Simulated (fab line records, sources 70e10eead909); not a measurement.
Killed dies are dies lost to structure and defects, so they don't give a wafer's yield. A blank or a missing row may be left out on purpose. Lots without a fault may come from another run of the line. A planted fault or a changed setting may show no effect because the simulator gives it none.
A struck lot beside a sound one | flow nand_harc | 15 steps out of a route of 1302
Sound: wafers L468.2, L468.3, L468.6. Struck: wafer L460.4. (L460.5, L460.6 of the same lot were not struck and are left out.) The cause comes at the end.
At each step with rows: each side's tool, then ch and its chambers, then its first start. Under that, the readings that differ: sound wafers | struck wafers | difference of the means | sigmas: that difference in standard deviations of wafers without a fault.
alike: readings whose means differ by less than 2 such deviations, and words and numbers that are the same on both sides. not compared: withheld readings, readings that some wafer has no value for, bounds like >300 that may hide the same value, and numbers for which the record gives no deviation and whose values overlap.
The two part at a step that has a row with sigmas, a row that says differs or no value, or rows on one side only. Numbers that don't overlap but have no deviation are shown without sigmas and don't part them. A reading that every wafer of one side lacks parts them only if that side has two wafers or more.

first, 7 steps without rows for these wafers: NHARC_A_M0_COAT_33 (time 65 s); NHARC_A_M0_COAT_03 (resist thk 90 nm); NHARC_A_M0_SOFTBAKE_04 (time 55 s); NHARC_A_M0_EBR_05; NHARC_A_M0_EXPOSE_06 (exposes mask A M0, target cd 80 nm); NHARC_A_M0_PEB_07 (peb time 65 s); NHARC_A_M0_DEVELOP_08 (develop time 35 s).
NHARC_A_M0_CD_MEAS_09: target cd 80 nm.
  sound on cd_sem-03 ch 0, day 31 06:07; struck on cd_sem-01 ch 0, day 28 23:53
  alike: cd_nm
NHARC_A_M0_OVL_MEAS_10: pitch 160 nm.
  sound on overlay-01, day 31 06:11; struck on overlay-02, day 28 23:59
  alike: overlay_x_nm, overlay_y_nm
NHARC_A_M0_INSPECT_11:
  sound on defect_inspect-02, day 31 06:14; struck on defect_inspect-01, day 29 00:01
  alike: raw_defect_count
NHARC_A_M0_DESCUM_14: chemistry O2, time 3 s.
  sound on rie_diel-13 ch 2,3, day 31 06:17; struck on rie_diel-05 ch 3, day 29 00:05
  reading                | sound                | struck | difference | sigmas
  throttle_valve_pct (%) | 11.319 11.330 11.308 | 11.297 | -0.022     | -2
  alike: drypump_motor_current_A, oes_product_au, rf_vpp_V, showerhead_plenum_p_Torr
  not compared: rf_hours_counter_h
NHARC_A_M0_ETCH_34: etches the open film in N2/H2, target depth 40 nm, overetch 12 nm, time 43.94 s.
  sound on rie_diel-13 ch 1,3, day 31 06:22; struck on rie_diel-05 ch 3, day 29 00:10
  alike: drypump_motor_current_A, oes_product_au, rf_vpp_V, run_length_s, showerhead_plenum_p_Torr, throttle_valve_pct
  not compared: rf_hours_counter_h
NHARC_A_M0_ETCH_15: etches the open film in C4F8/Ar, target depth 150 nm, overetch 15 nm, time 82.5 s.
  sound on rie_diel-13 ch 0,2, day 31 06:29; struck on rie_diel-05 ch 1, day 29 00:16
  reading          | sound             | struck | difference | sigmas
  run_length_s (s) | 104.4 104.6 104.2 | 90.9   | -13.5      | -36
  alike: oes_product_au, rf_vpp_V
  not compared: rf_hours_counter_h
NHARC_A_M0_CD_MEAS_16:
  sound on cd_sem-01, day 31 06:36; struck on cd_sem-02, day 29 00:23
  alike: cd_nm
NHARC_END_SORT_01:
  sound on prober-02 ch 0, day 33 05:22; struck on prober-02 ch 0, day 30 14:28
  reading                  | sound          | struck | difference | sigmas
  defect_limited_yield (%) | 92.2 89.7 89.2 | 0      | -90        | -41
  killed_at_array          | 53 68 73       | 670    | +605       | +40
  killed_at_periphery      | 0 2 0          | 7      | +6         | +3
  killed_dies              | 53 70 73       | 677    | +612       | +41
  killed_short             | 1 2 0          | 4      | +3         | +2
  alike: killed_at_other, killed_open

WHERE THEY PART
First at NHARC_A_M0_DESCUM_14; last, within this record, at NHARC_END_SORT_01.

WHY: what the simulator had put in
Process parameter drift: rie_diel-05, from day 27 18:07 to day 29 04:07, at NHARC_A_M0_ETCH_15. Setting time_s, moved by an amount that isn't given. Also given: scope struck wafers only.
